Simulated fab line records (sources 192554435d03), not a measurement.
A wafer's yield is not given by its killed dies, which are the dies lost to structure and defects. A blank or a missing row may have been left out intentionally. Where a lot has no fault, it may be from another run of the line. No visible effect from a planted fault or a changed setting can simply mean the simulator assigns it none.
Which tool is to blame? / flow n5 finfet / 14 lots, 39 wafers sampled, at 4 steps of a route of 1938

## WHAT EACH GAUGE READ, for each wafer
Not one reading of a measure or inspect step in the record can be checked against a usual standard deviation.

## WHAT TOOL EACH LOT RAN ON (gives the tool, then ch and the chambers of the sampled wafers, and finally the start)
lot=L196; N5_GATE_CUT_VAPOR_ETCH_60=rie metal-03 ch 0,1, day 4 08:35; N5_GATE_CUT_STRIP_59=rie diel-05 ch 0,2,3, day 4 08:44; N5_GATE_CUT_DEVELOP_12=litho track-01 ch 0, day 4 12:58; N5_GATE_CUT_ETCH_37=rie diel-05 ch 0,2,3, day 4 13:13
lot=L198; N5_GATE_CUT_VAPOR_ETCH_60=rie metal-01 ch 0,1, day 4 21:35; N5_GATE_CUT_STRIP_59=rie diel-06 ch 0,1,2, day 4 21:45; N5_GATE_CUT_DEVELOP_12=litho track-03 ch 0, day 5 01:19; N5_GATE_CUT_ETCH_37=rie diel-03 ch 1,2,3, day 5 01:35
lot=L200; N5_GATE_CUT_VAPOR_ETCH_60=rie metal-02 ch 0, day 5 05:23; N5_GATE_CUT_STRIP_59=rie diel-05 ch 0,2, day 5 05:34; N5_GATE_CUT_DEVELOP_12=litho track-04 ch 0, day 5 08:42; N5_GATE_CUT_ETCH_37=rie diel-06 ch 2,3, day 5 08:58
lot=L208; N5_GATE_CUT_VAPOR_ETCH_60=rie metal-02 ch 0,1, day 7 07:31; N5_GATE_CUT_STRIP_59=rie diel-03 ch 0,1,3, day 7 07:40; N5_GATE_CUT_DEVELOP_12=litho track-04, day 7 10:53; N5_GATE_CUT_ETCH_37=rie diel-03 ch 0,3, day 7 11:09
lot=L207; N5_GATE_CUT_VAPOR_ETCH_60=rie metal-01 ch 0,1, day 7 10:42; N5_GATE_CUT_STRIP_59=rie diel-03 ch 0,1, day 7 10:52; N5_GATE_CUT_DEVELOP_12=litho track-03, day 7 13:57; N5_GATE_CUT_ETCH_37=rie diel-03 ch 0,1,3, day 7 14:13
lot=L210; N5_GATE_CUT_VAPOR_ETCH_60=rie metal-03 ch 0,1, day 7 18:29; N5_GATE_CUT_STRIP_59=rie diel-06 ch 0,2,3, day 7 18:38; N5_GATE_CUT_DEVELOP_12=litho track-04 ch 0, day 7 21:44; N5_GATE_CUT_ETCH_37=rie diel-06 ch 1,2, day 7 22:13
lot=L211; N5_GATE_CUT_VAPOR_ETCH_60=rie metal-03 ch 0,1, day 8 01:43; N5_GATE_CUT_STRIP_59=rie diel-03 ch 0,2,3, day 8 01:53; N5_GATE_CUT_DEVELOP_12=litho track-04 ch 0, day 8 05:05; N5_GATE_CUT_ETCH_37=rie diel-06 ch 0,3, day 8 05:21
lot=L212; N5_GATE_CUT_VAPOR_ETCH_60=rie metal-03 ch 0, day 8 09:28; N5_GATE_CUT_STRIP_59=rie diel-06 ch 2, day 8 09:36; N5_GATE_CUT_DEVELOP_12=litho track-03 ch 0, day 8 14:10; N5_GATE_CUT_ETCH_37=rie diel-05 ch 0,2, day 8 14:25
lot=L213; N5_GATE_CUT_VAPOR_ETCH_60=rie metal-02 ch 0,1, day 8 14:32; N5_GATE_CUT_STRIP_59=rie diel-06 ch 0,1, day 8 14:41; N5_GATE_CUT_DEVELOP_12=litho track-04 ch 0, day 8 18:38; N5_GATE_CUT_ETCH_37=rie diel-05 ch 0,2, day 8 18:55
lot=L214; N5_GATE_CUT_VAPOR_ETCH_60=rie metal-01 ch 0,1, day 8 21:18; N5_GATE_CUT_STRIP_59=rie diel-05 ch 0,1, day 8 21:28; N5_GATE_CUT_DEVELOP_12=litho track-04 ch 0, day 9 01:04; N5_GATE_CUT_ETCH_37=rie diel-03 ch 0,3, day 9 01:20
lot=L215; N5_GATE_CUT_VAPOR_ETCH_60=rie metal-02 ch 0,1, day 9 04:28; N5_GATE_CUT_STRIP_59=rie diel-06 ch 0,1,2, day 9 04:37; N5_GATE_CUT_DEVELOP_12=litho track-04 ch 0, day 9 07:49; N5_GATE_CUT_ETCH_37=rie diel-06 ch 1,2,3, day 9 08:06
lot=L216; N5_GATE_CUT_VAPOR_ETCH_60=rie metal-02 ch 0,1, day 9 09:04; N5_GATE_CUT_STRIP_59=rie diel-06 ch 0,2,3, day 9 09:12; N5_GATE_CUT_DEVELOP_12=litho track-04 ch 0, day 9 12:18; N5_GATE_CUT_ETCH_37=rie diel-05 ch 0,1,2, day 9 12:34
lot=L217; N5_GATE_CUT_VAPOR_ETCH_60=rie metal-01 ch 0, day 9 15:42; N5_GATE_CUT_STRIP_59=rie diel-05 ch 0,1, day 9 15:51; N5_GATE_CUT_DEVELOP_12=litho track-01 ch 0, day 9 18:57; N5_GATE_CUT_ETCH_37=rie diel-03 ch 0,1,2, day 9 19:19
lot=L219; N5_GATE_CUT_VAPOR_ETCH_60=rie metal-02 ch 0,1, day 10 03:07; N5_GATE_CUT_STRIP_59=rie diel-03 ch 0,1, day 10 03:17; N5_GATE_CUT_DEVELOP_12=litho track-03 ch 0, day 10 06:23; N5_GATE_CUT_ETCH_37=rie diel-06 ch 0,2,3, day 10 07:40
- N5_GATE_CUT_VAPOR_ETCH_60: etches HfO2 in BCl3/Cl2.
- N5_GATE_CUT_STRIP_59: strips in N2/H2, time 20 s.
- N5_GATE_CUT_DEVELOP_12: develop time 30 s.
- N5_GATE_CUT_ETCH_37: etches SOC in N2/H2, target depth 60 nm, overetch 12 nm, time 90 s.

## AS READ BY THE TOOLS THEMSELVES (means over the sampled wafers that have a number; for cases with no such wafer, the mark the record gives instead)
N5_GATE_CUT_VAPOR_ETCH_60.
lot=L196; tool=rie metal-03; drypump motor current A (A)=5.58; oes product au (a.u.)=0.75
lot=L198; tool=rie metal-01; drypump motor current A (A)=5.39; oes product au (a.u.)=0.81
lot=L200; tool=rie metal-02; drypump motor current A (A)=5.63; oes product au (a.u.)=0.80
lot=L208; tool=rie metal-02; drypump motor current A (A)=5.23; oes product au (a.u.)=0.91
lot=L207; tool=rie metal-01; drypump motor current A (A)=5.44; oes product au (a.u.)=0.75
lot=L210; tool=rie metal-03; drypump motor current A (A)=5.71; oes product au (a.u.)=0.91
lot=L211; tool=rie metal-03; drypump motor current A (A)=5.58; oes product au (a.u.)=0.85
lot=L212; tool=rie metal-03; drypump motor current A (A)=5.45; oes product au (a.u.)=0.81
lot=L213; tool=rie metal-02; drypump motor current A (A)=5.35; oes product au (a.u.)=0.86
lot=L214; tool=rie metal-01; drypump motor current A (A)=5.38; oes product au (a.u.)=0.76
lot=L215; tool=rie metal-02; drypump motor current A (A)=5.44; oes product au (a.u.)=0.82
lot=L216; tool=rie metal-02; drypump motor current A (A)=5.41; oes product au (a.u.)=0.82
lot=L217; tool=rie metal-01; drypump motor current A (A)=5.46; oes product au (a.u.)=0.68
lot=L219; tool=rie metal-02; drypump motor current A (A)=5.46; oes product au (a.u.)=0.81

N5_GATE_CUT_STRIP_59.
lot=L196; tool=rie diel-05; drypump motor current A (A)=5.86; oes product au (a.u.)=0.80; rf vpp V (V)=45.4; showerhead plenum p Torr (Torr)=3.30; temp c (C)=40.01; throttle valve pct (%)=12.30
lot=L198; tool=rie diel-06; drypump motor current A (A)=5.76; oes product au (a.u.)=0.74; rf vpp V (V)=45.1; showerhead plenum p Torr (Torr)=3.42; temp c (C)=40.04; throttle valve pct (%)=12.28
lot=L200; tool=rie diel-05; drypump motor current A (A)=5.77; oes product au (a.u.)=0.82; rf vpp V (V)=44.2; showerhead plenum p Torr (Torr)=3.31; temp c (C)=40.01; throttle valve pct (%)=12.15
lot=L208; tool=rie diel-03; drypump motor current A (A)=5.63; oes product au (a.u.)=0.72; rf vpp V (V)=45.4; showerhead plenum p Torr (Torr)=3.32; temp c (C)=40.01; throttle valve pct (%)=12.42
lot=L207; tool=rie diel-03; drypump motor current A (A)=5.68; oes product au (a.u.)=0.71; rf vpp V (V)=45.3; showerhead plenum p Torr (Torr)=3.32; temp c (C)=40.06; throttle valve pct (%)=12.45
lot=L210; tool=rie diel-06; drypump motor current A (A)=5.73; oes product au (a.u.)=0.78; rf vpp V (V)=45.0; showerhead plenum p Torr (Torr)=3.38; temp c (C)=39.94; throttle valve pct (%)=12.28
lot=L211; tool=rie diel-03; drypump motor current A (A)=5.42; oes product au (a.u.)=0.80; rf vpp V (V)=46.1; showerhead plenum p Torr (Torr)=3.44; temp c (C)=40.06; throttle valve pct (%)=12.25
lot=L212; tool=rie diel-06; drypump motor current A (A)=5.54; oes product au (a.u.)=0.70; rf vpp V (V)=45.2; showerhead plenum p Torr (Torr)=3.36; temp c (C)=39.87; throttle valve pct (%)=12.29
lot=L213; tool=rie diel-06; drypump motor current A (A)=5.87; oes product au (a.u.)=0.72; rf vpp V (V)=44.9; showerhead plenum p Torr (Torr)=3.43; temp c (C)=39.88; throttle valve pct (%)=12.39
lot=L214; tool=rie diel-05; drypump motor current A (A)=5.81; oes product au (a.u.)=0.76; rf vpp V (V)=44.9; showerhead plenum p Torr (Torr)=3.29; temp c (C)=40.11; throttle valve pct (%)=12.19
lot=L215; tool=rie diel-06; drypump motor current A (A)=5.76; oes product au (a.u.)=0.71; rf vpp V (V)=45.0; showerhead plenum p Torr (Torr)=3.41; temp c (C)=40.01; throttle valve pct (%)=12.36
lot=L216; tool=rie diel-06; drypump motor current A (A)=5.72; oes product au (a.u.)=0.77; rf vpp V (V)=45.7; showerhead plenum p Torr (Torr)=3.38; temp c (C)=40.04; throttle valve pct (%)=12.30
lot=L217; tool=rie diel-05; drypump motor current A (A)=5.79; oes product au (a.u.)=0.74; rf vpp V (V)=44.9; showerhead plenum p Torr (Torr)=3.31; temp c (C)=39.91; throttle valve pct (%)=12.15
lot=L219; tool=rie diel-03; drypump motor current A (A)=5.96; oes product au (a.u.)=0.70; rf vpp V (V)=45.5; showerhead plenum p Torr (Torr)=3.26; temp c (C)=39.96; throttle valve pct (%)=12.51

N5_GATE_CUT_DEVELOP_12.
lot=L196; tool=litho track-01; chill plate temp C (C)=22.87
lot=L198; tool=litho track-03; chill plate temp C (C)=22.97
lot=L200; tool=litho track-04; chill plate temp C (C)=22.95
lot=L208; tool=litho track-04; chill plate temp C (C)=-
lot=L207; tool=litho track-03; chill plate temp C (C)=-
lot=L210; tool=litho track-04; chill plate temp C (C)=23.02
lot=L211; tool=litho track-04; chill plate temp C (C)=22.90
lot=L212; tool=litho track-03; chill plate temp C (C)=23.02
lot=L213; tool=litho track-04; chill plate temp C (C)=23.01
lot=L214; tool=litho track-04; chill plate temp C (C)=23.07
lot=L215; tool=litho track-04; chill plate temp C (C)=22.94
lot=L216; tool=litho track-04; chill plate temp C (C)=22.96
lot=L217; tool=litho track-01; chill plate temp C (C)=23.09
lot=L219; tool=litho track-03; chill plate temp C (C)=22.85

N5_GATE_CUT_ETCH_37.
lot=L196; tool=rie diel-05; drypump motor current A (A)=5.9; oes product au (a.u.)=0.70; rf vpp V (V)=522.3; showerhead plenum p Torr (Torr)=2.48; temp c (C)=39.96; throttle valve pct (%)=17.94
lot=L198; tool=rie diel-03; drypump motor current A (A)=5.6; oes product au (a.u.)=0.65; rf vpp V (V)=522.1; showerhead plenum p Torr (Torr)=2.46; temp c (C)=40.04; throttle valve pct (%)=18.01
lot=L200; tool=rie diel-06; drypump motor current A (A)=5.7; oes product au (a.u.)=0.77; rf vpp V (V)=525.0; showerhead plenum p Torr (Torr)=2.58; temp c (C)=39.91; throttle valve pct (%)=17.92
lot=L208; tool=rie diel-03; drypump motor current A (A)=5.3; oes product au (a.u.)=0.66; rf vpp V (V)=523.7; showerhead plenum p Torr (Torr)=2.53; temp c (C)=39.93; throttle valve pct (%)=18.08
lot=L207; tool=rie diel-03; drypump motor current A (A)=5.6; oes product au (a.u.)=0.65; rf vpp V (V)=522.2; showerhead plenum p Torr (Torr)=2.50; temp c (C)=39.90; throttle valve pct (%)=18.06
lot=L210; tool=rie diel-06; drypump motor current A (A)=5.8; oes product au (a.u.)=0.65; rf vpp V (V)=525.3; showerhead plenum p Torr (Torr)=2.61; temp c (C)=40.00; throttle valve pct (%)=17.93
lot=L211; tool=rie diel-06; drypump motor current A (A)=5.8; oes product au (a.u.)=0.71; rf vpp V (V)=524.0; showerhead plenum p Torr (Torr)=2.54; temp c (C)=39.90; throttle valve pct (%)=18.00
lot=L212; tool=rie diel-05; drypump motor current A (A)=5.7; oes product au (a.u.)=0.72; rf vpp V (V)=523.2; showerhead plenum p Torr (Torr)=2.50; temp c (C)=39.92; throttle valve pct (%)=17.80
lot=L213; tool=rie diel-05; drypump motor current A (A)=5.8; oes product au (a.u.)=0.71; rf vpp V (V)=522.4; showerhead plenum p Torr (Torr)=2.50; temp c (C)=39.89; throttle valve pct (%)=17.80
lot=L214; tool=rie diel-03; drypump motor current A (A)=5.3; oes product au (a.u.)=0.66; rf vpp V (V)=523.8; showerhead plenum p Torr (Torr)=2.53; temp c (C)=40.05; throttle valve pct (%)=18.08
lot=L215; tool=rie diel-06; drypump motor current A (A)=5.7; oes product au (a.u.)=0.69; rf vpp V (V)=523.9; showerhead plenum p Torr (Torr)=2.59; temp c (C)=40.05; throttle valve pct (%)=17.95
lot=L216; tool=rie diel-05; drypump motor current A (A)=5.7; oes product au (a.u.)=0.69; rf vpp V (V)=523.0; showerhead plenum p Torr (Torr)=2.51; temp c (C)=40.02; throttle valve pct (%)=17.70
lot=L217; tool=rie diel-03; drypump motor current A (A)=5.7; oes product au (a.u.)=0.69; rf vpp V (V)=523.4; showerhead plenum p Torr (Torr)=2.55; temp c (C)=39.98; throttle valve pct (%)=17.95
lot=L219; tool=rie diel-06; drypump motor current A (A)=5.7; oes product au (a.u.)=0.68; rf vpp V (V)=523.1; showerhead plenum p Torr (Torr)=2.55; temp c (C)=40.07; throttle valve pct (%)=17.99

## THE ANSWER, worked out from the rows above alone
Rule: usual is defined by the lots themselves. Put in order of their means at a reading, lots are off if they are a third of the lots or fewer, leave a main group of 4 or more, and stand apart from it by a gap of 3 or more times the standard deviation of the main group's means; of several such gaps the widest counts. If all means in a main group match to the digits the tables above print for the reading, that group is not used. A lot without any number at a reading at which 4 lots or more have one is off too. All remaining lots with rows at the step are treated as sound. First the gauges in route order, then the tools' own readings, where a lot's mean is used as printed above. At the first step where some lot is off, the reading lying furthest off is the one used; lots without a number count as furthest.
Off, at N5_GATE_CUT_DEVELOP_12 on chill plate temp C: L208, L207. Without a number there: L208, L207. Main group: mean 22.97 C, sd 0.072.
If a tool, at that step or one of the process steps before it, ran each lot that is off and ran no sound lot following the first of them, it fits. No candidate that was tried fits.

## WHAT WAS PUT IN BY THE SIMULATOR
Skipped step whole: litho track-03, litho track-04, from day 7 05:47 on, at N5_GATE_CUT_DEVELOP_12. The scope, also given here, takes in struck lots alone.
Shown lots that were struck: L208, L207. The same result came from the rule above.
